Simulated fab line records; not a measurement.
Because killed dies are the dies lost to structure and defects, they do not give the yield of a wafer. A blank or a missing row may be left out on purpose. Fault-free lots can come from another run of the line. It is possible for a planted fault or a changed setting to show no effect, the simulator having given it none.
Matching of chambers ; flow nand_harc ; NHARC_A_STAIRCASE_DESCUM_312 on rie_diel-01 has 4 sister chambers
The step chemistry O2, time 3 s. 4 wafers are shown with their chamber, then 12 later ones without.

== WAFERS PAIRED WITH THEIR CHAMBERS ==
wafer;chamber;showerhead_plenum_p_Torr (Torr)
L077.5;1;1.93
L088.1;3;2.02
L088.3;0;2.04
L088.6;2;1.88

== WAFERS WITHOUT THEIR CHAMBER ==
wafer;showerhead_plenum_p_Torr (Torr)
L089.1;1.88
L089.4;1.92
L089.5;2.02
L089.2;2.04
L089.3;2.02
L089.6;1.88
L095.2;1.87
L095.4;2.03
L095.5;2.03
L097.2;1.87
L097.3;2.02
L097.6;1.87

== WHICH CHAMBER EACH ONE RAN IN ==
wafer;from the rows above;in truth
L089.1;2;2
L089.4;1;1
L089.5;3;3
L089.2;0;0
L089.3;3;3
L089.6;2;2
L095.2;2;2
L095.4;can't be placed: 3 or 0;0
L095.5;can't be placed: 3 or 0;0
L097.2;2;2
L097.3;3;3
L097.6;2;2
10 of 12 placed correctly. Not placeable from these rows: 2 (in 2, the candidates include the true chamber). Wrongly placed: 0.
How it was worked out, from the rows above alone: a wafer's distance from a chamber is the root of the sum, over the readings, of the square of ((its reading less the chamber's mean) divided by the reading's scatter). The wafer belongs to the nearest chamber; if the next one is less than 2 further off, it can't be placed. For every chamber, the mean is computed from those of its wafers that are shown. The scatter: with one shown wafer a chamber, the root of the mean of the squares of how far each hidden wafer lies from its nearest shown one.
